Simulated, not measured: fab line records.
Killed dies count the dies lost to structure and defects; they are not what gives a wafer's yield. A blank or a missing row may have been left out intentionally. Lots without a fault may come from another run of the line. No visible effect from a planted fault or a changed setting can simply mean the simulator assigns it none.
The tool behind it: which one? -- flow n5-finfet -- 11 lots, 33 wafers sampled, at 3 steps of a route of 1938

## WHAT EACH GAUGE READ, for each wafer
N5_PMOS_HMC_CHANNEL_EPI_CD_MEAS_09: the cd target is 237.4 nm.
lot,measured,on,cd-nm (nm)
L608,day 1 17:39,cd-sem-01,237.3 236.8 237.2
L609,day 1 23:19,cd-sem-02,237.6 237.4 238.0
L611,day 2 11:08,cd-sem-02,237.8 238.2 238.7
L612,day 2 17:10,cd-sem-01,238.0 236.4 236.8
L613,day 2 23:40,cd-sem-01,239.0 237.7 237.4
L615,day 3 11:48,cd-sem-01,237.4 237.7 236.6
L616,day 3 16:52,cd-sem-02,237.8 237.2 235.7
L626,day 6 05:22,cd-sem-02,250.0 245.5 253.0
L627,day 6 11:45,cd-sem-01,245.0 267.1 269.4
L628,day 6 17:02,cd-sem-03,234.8 234.2 235.5
L631,day 7 12:08,cd-sem-01,236.2 235.7 236.3

## WHAT TOOL EACH LOT RAN ON (gives the tool, then ch and the chambers of the sampled wafers, and finally the start)
lot,N5_WELL_APT_RTA_34,N5_PMOS_HMC_CHANNEL_EPI_EXPOSE_06
L608,"rtp-anneal-01 ch 0, day 1 16:08","arfi-scanner-01 ch 0, day 1 17:32"
L609,"rtp-anneal-01 ch 0, day 1 22:05","arfi-scanner-01 ch 0, day 1 23:11"
L611,"rtp-anneal-02 ch 0, day 2 09:48","arfi-scanner-01 ch 0, day 2 11:01"
L612,"rtp-anneal-01 ch 0, day 2 15:52","arfi-scanner-03 ch 0, day 2 17:03"
L613,"rtp-anneal-02 ch 0, day 2 22:22","arfi-scanner-02 ch 0, day 2 23:33"
L615,"rtp-anneal-02 ch 0, day 3 10:03","arfi-scanner-03 ch 0, day 3 11:40"
L616,"rtp-anneal-02 ch 0, day 3 15:40","arfi-scanner-03 ch 0, day 3 16:44"
L626,"rtp-anneal-01 ch 0, day 6 04:12","arfi-scanner-01 ch 0, day 6 05:14"
L627,"rtp-anneal-02 ch 0, day 6 10:22","arfi-scanner-01 ch 0, day 6 11:38"
L628,"rtp-anneal-01 ch 0, day 6 15:44","arfi-scanner-02 ch 0, day 6 16:55"
L631,"rtp-anneal-02 ch 0, day 7 10:49","arfi-scanner-03 ch 0, day 7 12:01"
- N5_WELL_APT_RTA_34: time 10 s.
- N5_PMOS_HMC_CHANNEL_EPI_EXPOSE_06: exposes mask PMOS HMC BLK, target cd 240 nm.

## THE ANSWER, worked out from the rows above alone
Rule: the usual values come from the lots themselves. Put in order of their means at a reading, lots are off if they are a third of the lots or fewer, leave a main group of 4 or more, and stand apart from it by a gap of 3 or more times the standard deviation of the main group's means; of several such gaps the widest counts. A main group whose means are all the same, to the digits that the tables above print for the reading, isn't used. Also off: a lot with no number at a reading for which 4 or more lots have one. The other lots that the step has rows for count as sound.
Off: L626, L627, at N5_PMOS_HMC_CHANNEL_EPI_CD_MEAS_09 (cd-nm). For the main group the mean is 237.0 nm and the standard deviation 0.98.
A tool fits if, at a process step before that reading, it ran every lot that is off, and no sound lot after the first of them. The gauges at N5_PMOS_HMC_CHANNEL_EPI_CD_MEAS_09 are tried like those tools. One fits: arfi-scanner-01 at N5_PMOS_HMC_CHANNEL_EPI_EXPOSE_06. A fault onset in the window from L611 (day 2 11:01, its last sound lot) to L626 (day 6 05:14, its first lot off) fits.

## WHAT WAS PUT IN BY THE SIMULATOR
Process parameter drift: arfi-scanner-01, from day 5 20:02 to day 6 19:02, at N5_PMOS_HMC_CHANNEL_EPI_EXPOSE_06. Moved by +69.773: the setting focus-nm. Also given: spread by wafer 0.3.
Struck lots among those shown: L626, L627. Same finding as the rule above.
